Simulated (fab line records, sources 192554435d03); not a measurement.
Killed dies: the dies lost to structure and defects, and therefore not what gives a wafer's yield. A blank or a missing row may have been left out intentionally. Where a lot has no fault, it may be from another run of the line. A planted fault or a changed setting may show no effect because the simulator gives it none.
fab line records	flow n5_finfet
record: lots: 9	wafers: 27	last_day: 16
route steps=1938 shown BEOL_M2@856 BEOL_M4@1111 PASSIVATION@1936
lots untouched by any fault: they come from a run of this same line in which no faults occurred
start_h: hours from the record's opening day to when the first of the lot's shown wafers began	wait_h: hours elapsed since this lot's preceding step	" the same as in the row above	L1.1+2: several wafers, shown together as one row	- no value, or no start was given	* or withheld: withheld	< > ~ a bound
route shown NAME@n: names a module that has steps shown in the file, with the first one's number in the route	usual: mean/standard deviation taken from wafers without a fault	same: alike in all rows	chamber/n: place in a boat	sites: per-site readings	_std_site: how widely they spread, as a standard deviation	_edge_site: outer sites' mean less inner sites'	radius_mm: for every site, how far away it sits from the centre of the wafer	mask NAME#n: copy n	behind: the tool/chamber that last shaped the wafer	hold: cause of the lot's hold/its duration in hours/its outcome	device: the n, p or np transistor that did not switch	end of line: at the end of the route, the tests of the same wafers	where a step has no rows: the recipe by itself	killed: not the wafer's yield, but the dies lost to structure and defects at the first sort	map: a wafer's dies, marking killed ones x, the rest . and places with no die _
set.NAME: the setting that was run; set.NAME@STEP: the one run at that earlier step	model.NAME: the simulator's own value behind a step, which no gauge read
a sample of lots followed through the steps of the route, with each step as a table and each wafer as a row
services: when a tool's chamber went out of use (start_h, in hours from the record's first day, below 0 if earlier), for how many hours, and the reason
== steps ==
step: N5_BEOL_M2_INSPECT_13
recipe: mode: adi	inspect_instrument: brightfield
usual: raw_defect_count: 417/79
lot.wafer	tool	chamber	start_h	wait_h	raw_defect_count
L705.3	defect_inspect-02	-	140.63	0.0	266
L705.5	"	-	"	"	274
L705.6	"	-	"	"	327
L709.2	defect_inspect-01	-	171.00	0.0	532
L709.3	"	-	"	"	471
L709.4	"	-	"	"	483
L714.2	defect_inspect-02	-	195.32	0.0	378
L714.4	"	-	"	"	445
L714.6	"	-	"	"	410
L717.1	defect_inspect-01	-	212.11	0.1	357
L717.5	"	-	"	"	428
L717.6	"	-	"	"	472
L716.2	defect_inspect-02	-	215.37	0.0	358
L716.3	"	-	"	"	399
L716.6	"	-	"	"	503
L719.2	defect_inspect-01	-	224.32	0.0	406
L719.4	"	-	"	"	377
L719.5	"	-	"	"	371
L718.1	defect_inspect-01	-	228.94	0.1	406
L718.2	"	-	"	"	565
L718.3	"	-	"	"	371
L720.2	defect_inspect-01	-	233.46	0.0	408
L720.3	"	-	"	"	548
L720.6	"	-	"	"	388
L721.2	defect_inspect-01	-	236.52	0.0	366
L721.3	"	-	"	"	512
L721.6	"	-	"	"	456
step: N5_BEOL_M2_ETCH_74
recipe: chemistry: N2/H2	target: underlayer	target_depth_a: 65	mask_material: CAR-EUV	time_s: 5.2	ion_energy_ev: 200	pressure_mtorr: 30	source_w: 840	bias_w: 150	n2_flow_sccm: 200	h2_flow_sccm: 200	ends: cleared
usual: bias_w: 150.0/0.43	drypump_motor_current_A: 5.6/0.36	etch_rf_on_time_s: 5.23/0.14	h2_flow_sccm: 200.0/0.6	oes_product_au: 0.66/0.069	rf_vpp_V: 524.2/2.4	showerhead_plenum_p_Torr: 2.56/0.069	throttle_valve_pct: 17.82/0.28
lot.wafer	tool	chamber	start_h	wait_h	bias_w	drypump_motor_current_A	etch_rf_on_time_s	h2_flow_sccm	oes_product_au	rf_hours_counter_h	rf_vpp_V	showerhead_plenum_p_Torr	throttle_valve_pct
L705.3	rie_diel-01	2	140.70	0.0	149.7	5.7	5.09	199.6	0.60	236	523.3	2.51	18.31
L705.5	"	0	"	"	149.6	5.9	5.22	200.0	0.82	-	522.3	2.52	17.78
L705.6	"	3	"	"	149.6	5.5	5.19	199.3	0.61	-	522.9	2.52	18.13
L709.2	rie_diel-01	1	172.32	0.0	149.9	5.7	5.38	200.4	0.60	202	524.8	2.52	17.50
L709.3	"	2	"	"	150.0	5.8	5.08	200.5	0.59	248	522.7	2.50	18.36
L709.4	"	3	"	"	150.2	5.5	5.24	198.8	0.60	216	523.2	2.51	18.17
L714.2	rie_diel-01	0	196.20	0.0	150.5	5.9	5.19	199.6	0.77	17	525.4	2.51	17.77
L714.4	"	3	"	"	149.5	5.6	5.20	200.3	0.60	-	522.5	2.51	18.17
L714.6	"	1	"	"	150.3	5.8	5.25	200.2	0.60	-	522.5	2.51	17.50
L717.1	rie_diel-05	1	212.24	0.0	149.9	5.6	5.44	200.2	0.62	202	524.2	2.60	17.75
L717.5	"	2	"	"	149.9	5.2	5.38	200.3	0.60	-	524.6	2.64	18.35
L717.6	"	1	"	"	150.2	5.6	5.40	200.1	0.62	-	527.2	2.60	17.73
L716.2	rie_diel-05	1	215.46	0.0	150.0	5.6	5.40	200.0	0.61	203	526.2	2.60	17.75
L716.3	"	0	"	"	150.0	5.4	5.05	201.5	0.64	199	527.6	2.63	18.30
L716.6	"	2	"	"	149.7	5.2	5.39	200.5	0.59	-	529.2	2.64	18.37
L719.2	rie_diel-03	3	224.68	0.0	150.0	5.7	5.08	200.0	0.68	132	522.8	2.46	17.57
L719.4	"	2	"	"	149.4	5.0	5.19	198.5	0.63	195	521.3	2.54	17.80
L719.5	"	1	"	"	150.4	5.7	5.13	199.7	0.71	-	525.2	2.57	17.79
L718.1	rie_diel-03	1	229.08	0.0	149.9	5.7	5.25	199.6	0.70	80	526.4	2.57	17.77
L718.2	"	2	"	"	150.3	5.0	5.28	199.8	0.62	197	524.1	2.54	17.81
L718.3	"	0	"	"	149.8	5.9	5.38	200.0	0.62	199	528.1	2.63	17.68
L720.2	rie_diel-03	1	233.66	0.0	150.2	5.6	5.30	200.2	0.69	82	524.6	2.57	17.78
L720.3	"	0	"	"	149.4	5.9	5.45	200.9	0.61	201	525.8	2.63	17.68
L720.6	"	0	"	"	150.3	5.9	5.45	200.4	0.61	-	525.7	2.63	17.69
L721.2	rie_diel-05	2	236.69	0.0	150.6	5.2	5.39	200.7	0.59	233	525.9	2.63	18.41
L721.3	"	1	"	"	150.4	5.6	5.30	199.8	0.62	210	526.7	2.59	17.75
L721.6	"	3	"	"	150.4	6.4	4.99	200.0	0.84	-	528.4	2.70	17.54
step: N5_BEOL_M2_INSPECT_30
recipe: mode: adi	inspect_instrument: brightfield
usual: raw_defect_count: 413/79
lot.wafer	tool	chamber	start_h	wait_h	raw_defect_count
L705.3	defect_inspect-01	-	141.63	0.0	297
L705.5	"	-	"	"	300
L705.6	"	-	"	"	360
L709.2	defect_inspect-02	-	173.41	0.1	511
L709.3	"	-	"	"	439
L709.4	"	-	"	"	462
L714.2	defect_inspect-02	-	197.20	0.0	366
L714.4	"	-	"	"	459
L714.6	"	-	"	"	425
L717.1	defect_inspect-02	-	213.17	0.1	323
L717.5	"	-	"	"	377
L717.6	"	-	"	"	436
L716.2	defect_inspect-01	-	216.40	0.0	385
L716.3	"	-	"	"	436
L716.6	"	-	"	"	541
L719.2	defect_inspect-02	-	225.53	0.0	355
L719.4	"	-	"	"	331
L719.5	"	-	"	"	344
L718.1	defect_inspect-02	-	229.88	0.1	364
L718.2	"	-	"	"	489
L718.3	"	-	"	"	353
L720.2	defect_inspect-01	-	234.48	0.0	445
L720.3	"	-	"	"	554
L720.6	"	-	"	"	359
L721.2	defect_inspect-02	-	237.85	0.0	340
L721.3	"	-	"	"	441
L721.6	"	-	"	"	419
step: N5_BEOL_M2_ETCH_69
recipe: chemistry: CF4	target: SiARC	target_depth_a: 156	mask_material: CAR-EUV	time_s: 26	ion_energy_ev: 80	pressure_mtorr: 40	source_w: 545	bias_w: 36	Ar_flow_sccm: 100	cf4_flow_sccm: 100	ends: cleared
usual: bias_w: 36.01/0.11	drypump_motor_current_A: 5.6/0.34	etch_rf_on_time_s: 26.1/0.77	oes_product_au: 0.66/0.076	rf_vpp_V: 184.3/1.1	showerhead_plenum_p_Torr: 2.16/0.061	throttle_valve_pct: 15.61/0.27
lot.wafer	tool	chamber	start_h	wait_h	bias_w	drypump_motor_current_A	etch_rf_on_time_s	oes_product_au	rf_hours_counter_h	rf_vpp_V	showerhead_plenum_p_Torr	throttle_valve_pct
L705.3	rie_diel-01	3	141.72	0.0	35.84	5.6	25.6	0.61	203	184.2	2.13	15.95
L705.5	"	3	"	"	35.97	5.5	25.4	0.61	-	183.8	2.13	15.94
L705.6	"	2	"	"	36.12	5.7	25.1	0.61	-	183.6	2.10	16.04
L709.2	rie_diel-01	3	173.50	0.0	36.03	5.6	25.7	0.60	216	184.2	2.13	15.99
L709.3	"	0	"	"	36.10	5.9	25.9	0.78	14	182.5	2.10	15.43
L709.4	"	2	"	"	36.12	5.7	25.1	0.61	249	184.2	2.10	16.06
L714.2	rie_diel-05	2	197.29	0.0	36.01	5.2	27.3	0.60	221	184.8	2.21	16.00
L714.4	"	2	"	"	36.16	5.2	27.5	0.59	-	184.7	2.21	16.01
L714.6	"	0	"	"	35.97	5.4	25.5	0.64	-	184.2	2.21	15.97
L717.1	rie_diel-01	1	213.25	0.0	35.83	5.8	26.4	0.59	216	182.4	2.13	15.43
L717.5	"	1	"	"	36.03	5.8	26.4	0.59	-	182.3	2.13	15.44
L717.6	"	3	"	"	36.11	5.6	25.7	0.60	-	184.2	2.13	15.99
L716.2	rie_diel-05	1	216.54	0.0	36.08	5.6	27.1	0.62	203	186.9	2.19	15.62
L716.3	"	2	"	"	35.75	5.2	27.4	0.59	227	184.9	2.21	16.02
L716.6	"	3	"	"	36.16	6.4	25.5	0.84	-	186.5	2.29	15.38
L719.2	rie_diel-05	2	226.58	0.0	31.85	5.2	28.0	0.58	230	172.0	2.21	16.02
L719.4	"	1	"	"	31.99	5.7	28.4	0.59	208	172.2	2.19	15.64
L719.5	"	2	"	"	31.82	5.2	28.3	0.57	-	170.7	2.20	16.01
L718.1	rie_diel-05	2	229.97	0.0	31.96	5.2	27.9	0.58	232	171.6	2.21	16.02
L718.2	"	0	"	"	32.00	5.3	26.1	0.62	205	172.7	2.21	15.98
L718.3	"	3	"	"	31.94	6.5	26.2	0.81	8	173.1	2.29	15.40
L720.2	rie_diel-05	1	234.56	0.0	31.76	5.6	28.1	0.60	210	170.8	2.19	15.64
L720.3	"	3	"	"	32.00	6.5	26.3	0.81	9	170.3	2.29	15.40
L720.6	"	0	"	"	31.91	5.4	26.8	0.62	-	171.2	2.21	15.98
L721.2	rie_diel-03	2	237.93	0.0	35.98	5.0	26.5	0.61	201	185.0	2.13	15.56
L721.3	"	0	"	"	36.10	5.9	26.8	0.62	202	186.0	2.22	15.59
L721.6	"	3	"	"	35.80	5.7	25.2	0.68	-	183.1	2.06	15.28
step: N5_BEOL_M4_RC_MEAS_101
usual: DIBL_N: 36.9/1.6	DIBL_P: 37.1/2	IOFF_N: 0.17/0.032	IOFF_P: 0.22/0.036	ION_N: 674/12	ION_P: 463/7.8	SS_N: 71.7/0.63	SS_P: 73.5/0.62	VT_N: 249/3.3	VT_P: -250/3.5
lot.wafer	tool	chamber	start_h	wait_h	DIBL_N[mV/V]	DIBL_P[mV/V]	IOFF_N[nA/um]	IOFF_P[nA/um]	ION_N[uA/um]	ION_P[uA/um]	SS_N[mV/dec]	SS_P[mV/dec]	VT_N[mV]	VT_P[mV]
L705.3	prober-02	0	188.90	0.3	36.8	37.8	0.15	0.27	664	466	71.3	73.3	252	-245
L705.5	"	0	"	"	36.7	36.2	0.15	0.24	649	462	71.9	73.0	251	-247
L705.6	"	0	"	"	37.8	37.1	0.17	0.25	666	466	71.1	73.1	249	-244
L709.2	prober-02	0	206.48	0.2	34.2	32.1	0.12	0.15	660	453	70.8	73.2	254	-257
L709.3	"	0	"	"	35.7	35.6	0.14	0.20	669	458	70.7	73.9	252	-251
L709.4	"	0	"	"	35.4	34.8	0.14	0.19	672	463	70.8	72.8	251	-253
L714.2	prober-01	0	238.07	0.2	40.8	38.5	0.25	0.22	689	457	72.4	73.9	242	-253
L714.4	"	0	"	"	38.9	37.9	0.20	0.21	679	457	71.8	74.1	245	-253
L714.6	"	0	"	"	39.1	39.2	0.22	0.23	700	467	71.7	74.0	244	-252
L717.1	prober-01	0	241.76	0.0	37.2	38.2	0.17	0.24	681	473	71.6	73.7	248	-249
L717.5	"	0	"	"	36.7	37.3	0.16	0.22	685	474	71.9	72.7	249	-252
L717.6	"	0	"	"	38.8	38.7	0.20	0.25	680	455	72.4	73.4	246	-249
L716.2	prober-01	0	249.72	0.2	33.2	33.8	0.11	0.13	658	451	71.9	72.2	258	-257
L716.3	"	0	"	"	34.9	38.0	0.13	0.19	650	451	71.8	72.7	258	-253
L716.6	"	0	"	"	34.9	36.9	0.14	0.17	664	457	71.5	72.2	252	-254
L719.2	prober-01	0	257.42	0.2	38.2	39.2	0.21	0.25	688	465	72.6	74.0	247	-244
L719.4	"	0	"	"	37.9	39.5	0.21	0.25	679	465	72.9	73.4	246	-249
L719.5	"	0	"	"	35.0	36.4	0.15	0.21	662	457	71.8	73.9	248	-252
L718.1	prober-02	0	272.23	0.0	35.2	35.0	0.13	0.18	657	453	71.4	72.7	254	-254
L718.2	"	0	"	"	37.9	37.9	0.17	0.23	667	461	72.0	74.2	251	-250
L718.3	"	0	"	"	34.6	33.6	0.12	0.17	660	456	70.8	73.7	253	-256
L720.2	prober-01	0	275.53	0.2	36.4	39.1	0.17	0.25	680	473	72.1	74.0	253	-248
L720.3	"	0	"	"	36.5	37.9	0.18	0.23	679	461	71.7	74.3	249	-249
L720.6	"	0	"	"	36.6	37.2	0.16	0.21	676	460	71.1	74.2	254	-254
L721.2	prober-02	0	279.41	0.2	38.5	38.4	0.20	0.23	671	458	72.4	73.7	248	-248
L721.3	"	0	"	"	36.6	36.3	0.16	0.20	654	453	72.5	73.3	250	-252
L721.6	"	0	"	"	36.5	35.3	0.15	0.18	653	446	72.2	72.3	254	-254
step: N5_PASSIVATION_PROBE_49
usual: defect_limited_yield: 90.9/1.6	killed_at_M0_to_M3: 34/11	killed_at_M4_up: 14/5.7	killed_at_contacts: 13/6.5	killed_at_front_end: 43/11	killed_at_other: 4/3.1	killed_dies: 107/19	killed_on_rim: 14/3.9	killed_open: 71/14	killed_short: 35/7.9	sort_bin_5_function: 5.3/1.1	sort_bin_6_memory: 3.4/0.74	sort_n_pass: 1073/19	sort_yield_pct: 90.9/1.6
same: gross_dies: 1180	killed_at_back_side: 0	sort_bin_4_leakage[%]: 0	sort_bin_8_speed[%]: 0
lot.wafer	tool	chamber	start_h	wait_h	defect_limited_yield[%]	killed_at_M0_to_M3	killed_at_M4_up	killed_at_contacts	killed_at_front_end	killed_at_other	killed_dies	killed_on_rim	killed_open	killed_short	sort_bin_5_function[%]	sort_bin_6_memory[%]	sort_n_pass	sort_yield_pct[%]
L705.3	prober-02	-	292.12	0.1	90.1	38	17	9	51	2	117	12	71	45	6.2	3.4	1063	90.1
L705.5	prober-02	-	292.22	0.2	91.2	48	13	6	29	8	104	14	62	42	4.7	3.8	1076	91.2
L705.6	prober-02	-	292.27	0.3	92.2	37	11	6	36	2	92	12	67	24	4.7	3.0	1088	92.2
L709.2	prober-02	-	312.28	0.1	92.3	44	7	17	21	2	91	11	59	31	4.2	3.4	1089	92.3
L709.3	prober-02	-	312.33	0.1	92.2	27	6	19	39	1	92	11	55	36	4.8	2.4	1088	92.2
L709.4	prober-02	-	312.38	0.2	90.3	44	11	22	35	2	114	11	71	41	4.9	4.3	1066	90.3
L714.2	prober-01	-	336.69	0.1	90.2	36	15	14	47	4	116	16	75	41	4.5	4.7	1064	90.2
L714.4	prober-01	-	336.79	0.2	89.2	41	15	8	62	2	128	18	87	41	6.4	4.2	1052	89.2
L714.6	prober-01	-	336.89	0.3	90.3	29	8	15	58	5	115	21	73	37	4.6	4.2	1065	90.3
L716.2	prober-01	-	347.68	0.1	92.8	19	12	12	40	2	85	13	58	27	4.4	2.6	1095	92.8
L716.3	prober-01	-	347.73	0.1	89.9	25	10	8	65	11	119	12	65	53	6.2	3.5	1061	89.9
L716.6	prober-01	-	347.88	0.3	90.6	30	13	12	48	8	111	22	75	35	5.4	3.5	1069	90.6
L717.1	prober-02	-	349.92	0.0	86.6	66	17	19	51	5	158	21	107	50	8.7	4.2	1022	86.6
L717.5	prober-02	-	350.12	0.2	92.2	29	12	12	38	1	92	8	69	22	3.8	3.6	1088	92.2
L717.6	prober-02	-	350.17	0.3	89.7	39	12	18	51	2	122	12	81	40	5.7	4.2	1058	89.7
L719.2	prober-02	-	357.19	0.1	89.7	38	30	18	31	5	122	18	81	40	6.1	4.1	1058	89.7
L719.4	prober-02	-	357.29	0.2	91.6	27	24	16	31	1	99	13	71	27	4.7	3.6	1081	91.6
L719.5	prober-02	-	357.34	0.2	90.9	42	15	6	42	2	107	12	69	32	5.3	3.1	1073	90.9
L718.1	prober-01	-	370.13	0.0	94.5	22	6	4	31	2	65	4	40	23	3.3	2.0	1115	94.5
L718.2	prober-01	-	370.18	0.1	91.5	31	14	6	40	9	100	9	63	37	5.2	3.0	1080	91.5
L718.3	prober-01	-	370.23	0.1	92.4	23	10	9	45	3	90	9	46	44	3.6	3.6	1090	92.4
L721.2	prober-01	-	374.82	0.1	93.2	10	9	10	49	2	80	11	54	25	3.9	2.7	1100	93.2
L721.3	prober-01	-	374.87	0.1	90.4	22	9	20	52	10	113	14	84	29	4.9	4.6	1067	90.4
L721.6	prober-01	-	375.02	0.3	91.3	22	19	9	45	8	103	16	74	29	5.3	3.2	1077	91.3
L720.2	prober-02	-	380.29	0.8	89.7	30	13	8	68	2	121	16	89	31	6.4	3.8	1059	89.7
L720.3	prober-02	-	380.34	0.9	88.8	31	18	9	64	10	132	19	81	49	6.4	4.4	1048	88.8
L720.6	prober-02	-	380.49	1.0	90.5	26	14	5	67	0	112	15	79	32	6.0	3.1	1068	90.5
killed by level:class
L705.3 FIN_SAQP:geometric_particle:short=20 FIN_SAQP:geometric_particle:open=13 BEOL_M0_SAQP:geometric_particle:short=12 BEOL_M0_SAQP:geometric_particle:open=10 MOL_CONTACT_COAG:geometric_particle:open=7 DUMMY_GATE:geometric_particle:open=6 BEOL_M1:geometric_particle:open=6 STI_FIN_REVEAL:geometric_particle:open=5
L705.5 BEOL_M0_SAQP:geometric_particle:open=17 BEOL_M0_SAQP:geometric_particle:short=13 BEOL_M1:geometric_particle:open=9 MOL_CONTACT_COAG:geometric_particle:open=6 GATE_CUT:geometric_particle:short=5 BEOL_M4:geometric_particle:open=5 FIN_SAQP:geometric_particle:open=4 GATE_CUT:geometric_particle:open=4
L705.6 FIN_SAQP:geometric_particle:open=13 BEOL_M0_SAQP:geometric_particle:short=11 BEOL_M0_SAQP:geometric_particle:open=11 MOL_CONTACT_COAG:geometric_particle:open=5 BEOL_M2:geometric_particle:open=5 STARTING-WAFER:geometric_particle:open=5 FIN_SAQP:geometric_particle:short=4 BEOL_M1:geometric_particle:open=4
L709.2 MOL_CONTACT_COAG:geometric_particle:open=12 BEOL_M1:geometric_particle:short=9 BEOL_M0_SAQP:geometric_particle:open=9 BEOL_M3:geometric_particle:open=9 BEOL_M0_SAQP:geometric_particle:short=7 STARTING-WAFER:geometric_particle:open=6 MOL_CONTACT_COAG:geometric_particle:short=5 BEOL_M2:geometric_particle:open=5
L709.3 MOL_CONTACT_COAG:geometric_particle:open=16 BEOL_M0_SAQP:geometric_particle:short=13 STI_FIN_REVEAL:geometric_particle:open=9 BEOL_M0_SAQP:geometric_particle:open=8 FIN_SAQP:geometric_particle:open=7 GATE_CUT:geometric_particle:short=6 FIN_SAQP:geometric_particle:short=4 BEOL_M4:geometric_particle:open=4
L709.4 MOL_CONTACT_COAG:geometric_particle:open=18 BEOL_M0_SAQP:geometric_particle:open=17 BEOL_M0_SAQP:geometric_particle:short=12 STI_FIN_REVEAL:geometric_particle:open=9 FIN_SAQP:geometric_particle:short=6 FIN_SAQP:geometric_particle:open=4 BEOL_M1:geometric_particle:short=4 BEOL_M5:geometric_particle:open=4
L714.2 FIN_SAQP:geometric_particle:short=13 BEOL_M0_SAQP:geometric_particle:open=12 FIN_SAQP:geometric_particle:open=11 MOL_CONTACT_COAG:geometric_particle:open=11 STI_FIN_REVEAL:geometric_particle:open=10 BEOL_M0_SAQP:geometric_particle:short=10 BEOL_M3:geometric_particle:open=6 BEOL_M2:geometric_particle:open=4
L714.4 FIN_SAQP:geometric_particle:open=20 FIN_SAQP:geometric_particle:short=19 BEOL_M3:geometric_particle:open=17 STI_FIN_REVEAL:geometric_particle:open=12 BEOL_M0_SAQP:geometric_particle:open=8 MOL_CONTACT_COAG:geometric_particle:open=7 BEOL_M4:geometric_particle:open=6 BEOL_M0_SAQP:geometric_particle:short=5
L714.6 FIN_SAQP:geometric_particle:open=18 BEOL_M3:geometric_particle:open=12 MOL_CONTACT_COAG:geometric_particle:open=12 STI_FIN_REVEAL:geometric_particle:open=9 FIN_SAQP:geometric_particle:short=8 BEOL_M0_SAQP:geometric_particle:short=5 BEOL_M1:geometric_particle:open=4 STARTING-WAFER:geometric_particle:open=4
L716.2 MOL_CONTACT_COAG:geometric_particle:open=10 FIN_SAQP:geometric_particle:short=6 STI_FIN_REVEAL:geometric_particle:open=6 BEOL_M2:geometric_particle:open=6 DUMMY_GATE:geometric_particle:open=5 BEOL_M4:geometric_particle:open=5 FIN_SAQP:geometric_particle:open=4 GATE_CUT:geometric_particle:open=4
L716.3 FIN_SAQP:geometric_particle:short=17 FIN_SAQP:geometric_particle:open=12 STI_FIN_REVEAL:geometric_particle:open=9 BEOL_M2:geometric_particle:open=9 ILD0:geometric_particle:open=5 GATE_CUT:geometric_particle:short=5 BEOL_M3:geometric_particle:short=5 MIM_BOT:geometric_particle:open=5
L716.6 STI_FIN_REVEAL:geometric_particle:open=14 MOL_CONTACT_COAG:geometric_particle:open=10 BEOL_M2:geometric_particle:open=8 FIN_SAQP:geometric_particle:short=6 DUMMY_GATE:geometric_particle:open=6 BEOL_M0_SAQP:geometric_particle:short=6 FIN_SAQP:geometric_particle:open=5 BEOL_M0_SAQP:geometric_particle:open=5
L717.1 BEOL_M0_SAQP:geometric_particle:short=21 STI_FIN_REVEAL:geometric_particle:open=19 BEOL_M0_SAQP:geometric_particle:open=19 MOL_CONTACT_COAG:geometric_particle:open=15 BEOL_M4:geometric_particle:open=14 BEOL_M3:geometric_particle:open=10 DUMMY_GATE:geometric_particle:open=8 FIN_SAQP:geometric_particle:open=7
L717.5 STI_FIN_REVEAL:geometric_particle:open=11 MOL_CONTACT_COAG:geometric_particle:open=10 FIN_SAQP:geometric_particle:open=9 BEOL_M3:geometric_particle:open=8 BEOL_M1:geometric_particle:open=6 GATE_CUT:geometric_particle:short=4 GATE_CUT:geometric_particle:open=4 BEOL_M0_SAQP:geometric_particle:short=4
L717.6 MOL_CONTACT_COAG:geometric_particle:open=17 STI_FIN_REVEAL:geometric_particle:open=13 BEOL_M0_SAQP:geometric_particle:open=12 FIN_SAQP:geometric_particle:short=9 BEOL_M0_SAQP:geometric_particle:short=8 GATE_CUT:geometric_particle:short=7 BEOL_M2:geometric_particle:open=7 BEOL_M0:geometric_particle:open=5
L719.2 MOL_CONTACT_COAG:geometric_particle:open=17 BEOL_M4:geometric_particle:open=16 BEOL_M1:geometric_particle:short=8 BEOL_M3:geometric_particle:open=8 FIN_SAQP:geometric_particle:short=7 BEOL_M4:geometric_particle:short=7 BEOL_M2:geometric_particle:open=6 FIN_SAQP:geometric_particle:open=5
L719.4 BEOL_M3:geometric_particle:open=12 MOL_CONTACT_COAG:geometric_particle:open=11 BEOL_M4:geometric_particle:open=10 FIN_SAQP:geometric_particle:open=8 GATE_CUT:geometric_particle:short=6 STI_FIN_REVEAL:geometric_particle:open=5 BEOL_M1:geometric_particle:open=5 BEOL_M5:geometric_particle:open=5
L719.5 FIN_SAQP:geometric_particle:open=12 BEOL_M3:geometric_particle:open=10 BEOL_M4:geometric_particle:open=8 FIN_SAQP:geometric_particle:short=7 BEOL_M0_SAQP:geometric_particle:short=7 BEOL_M1:geometric_particle:open=7 STI_FIN_REVEAL:geometric_particle:open=6 BEOL_M0_SAQP:geometric_particle:open=5
L718.1 BEOL_M3:geometric_particle:open=6 GATE_CUT:geometric_particle:open=5 BEOL_M0_SAQP:geometric_particle:short=5 STI_FIN_REVEAL:geometric_particle:open=4 DUMMY_GATE:geometric_particle:open=4 GATE_CUT:geometric_particle:short=4 MOL_CONTACT_COAG:geometric_particle:open=3 BEOL_M1:geometric_particle:open=3
L718.2 BEOL_M3:geometric_particle:open=8 BEOL_M0_SAQP:geometric_particle:short=6 FIN_SAQP:geometric_particle:open=5 STI_FIN_REVEAL:geometric_particle:open=5 DUMMY_GATE:geometric_particle:open=5 GATE_CUT:geometric_particle:short=5 BEOL_M2:geometric_particle:open=5 MOL_CONTACT_COAG:geometric_particle:open=4
L718.3 FIN_SAQP:geometric_particle:short=9 GATE_CUT:geometric_particle:short=8 STARTING-WAFER:geometric_particle:short=8 MOL_CONTACT_COAG:geometric_particle:open=6 BEOL_M3:geometric_particle:short=5 BEOL_M3:geometric_particle:open=5 BEOL_M4:geometric_particle:open=5 FIN_SAQP:geometric_particle:open=4
L721.2 STI_FIN_REVEAL:geometric_particle:open=10 MOL_CONTACT_COAG:geometric_particle:open=9 FIN_SAQP:geometric_particle:short=6 GATE_CUT:geometric_particle:open=6 BEOL_M4:geometric_particle:open=6 STARTING-WAFER:geometric_particle:open=5 ILD0:geometric_particle:open=4 FIN_SAQP:geometric_particle:open=3
L721.3 MOL_CONTACT_COAG:geometric_particle:open=16 STI_FIN_REVEAL:geometric_particle:open=13 FIN_SAQP:geometric_particle:open=12 FIN_SAQP:geometric_particle:short=10 BEOL_M3:geometric_particle:open=8 DUMMY_GATE:geometric_particle:open=6 BEOL_M2:geometric_particle:open=5 BEOL_M4:geometric_particle:open=5
L721.6 BEOL_M4:geometric_particle:open=10 FIN_SAQP:geometric_particle:short=9 STI_FIN_REVEAL:geometric_particle:open=8 MOL_CONTACT_COAG:geometric_particle:open=8 BEOL_M3:geometric_particle:open=8 BEOL_M0:geometric_particle:open=5 FIN_SAQP:geometric_particle:open=4 DUMMY_GATE:geometric_particle:open=4
L720.2 FIN_SAQP:geometric_particle:open=26 STI_FIN_REVEAL:geometric_particle:open=15 FIN_SAQP:geometric_particle:short=11 MOL_CONTACT_COAG:geometric_particle:open=8 BEOL_M0_SAQP:geometric_particle:short=8 BEOL_M0_SAQP:geometric_particle:open=7 BEOL_M2:geometric_particle:open=7 BEOL_M4:geometric_particle:open=5
L720.3 FIN_SAQP:geometric_particle:short=17 STI_FIN_REVEAL:geometric_particle:open=12 BEOL_M2:geometric_particle:open=11 BEOL_M0_SAQP:geometric_particle:open=10 FIN_SAQP:geometric_particle:open=8 BEOL_M4:geometric_particle:open=8 DUMMY_GATE:geometric_particle:open=7 MOL_CONTACT_COAG:geometric_particle:open=6
L720.6 STI_FIN_REVEAL:geometric_particle:open=19 FIN_SAQP:geometric_particle:short=11 BEOL_M2:geometric_particle:open=10 FIN_SAQP:geometric_particle:open=9 DUMMY_GATE:geometric_particle:open=8 BEOL_M0_SAQP:geometric_particle:open=7 BEOL_M0_SAQP:geometric_particle:short=6 STARTING-WAFER:geometric_particle:open=6
== services ==
tool	chamber	start_h	hours	kind
rie_diel-01	0	120.89	-	clean
rie_diel-01	0	120.89	-	consumable_replace:focus_ring
rie_diel-01	0	120.89	14.7	scheduled_down
rie_diel-01	0	120.89	14.7	vent_cycle
rie_diel-03	-	128.92	2.1	repair
rie_diel-05	2	141.89	14.4	repair
rie_diel-05	0	157.23	1.9	repair
rie_diel-03	1	159.93	2.5	repair
rie_diel-05	-	161.75	14.6	pm
rie_diel-03	-	170.76	0.3	repair
rie_diel-01	2	175.18	-	clean
rie_diel-01	2	175.18	-	consumable_replace:focus_ring
rie_diel-01	2	175.18	38.4	scheduled_down
rie_diel-01	2	175.18	38.4	vent_cycle
rie_diel-01	-	179.88	15.6	pm
rie_diel-05	3	180.98	-	clean
rie_diel-05	3	180.98	-	consumable_replace:focus_ring
rie_diel-05	3	180.98	-	consumable_replace:showerhead
rie_diel-05	3	180.98	20.5	scheduled_down
rie_diel-05	3	180.98	20.5	vent_cycle
rie_diel-01	-	198.29	0.4	repair
== key ==
first_sign: step: N5_BEOL_M2_ETCH_69	reading: bias_w	direction: down	sigmas: 38	usual: *	struck: *
effect: step: N5_BEOL_M2_ETCH_69	reading: rf_vpp_V	direction: down	sigmas: 11	usual: 184.3	struck: 171.6
met_at N5_BEOL_M2_ETCH_69
struck_lots L718,L719,L720
not_acting_at N5_BEOL_M2_INSPECT_13,N5_BEOL_M2_ETCH_74,N5_BEOL_M2_INSPECT_30
onset_between 216.54 226.58
fault: kind: process_parameter_drift	tool: rie_diel-05	chamber: -	onset_h: 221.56	steps: N5_BEOL_M2_ETCH_69	channel: bias_w	offset: *	shape: step	end_h: 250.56	acts_in: *	stated: *
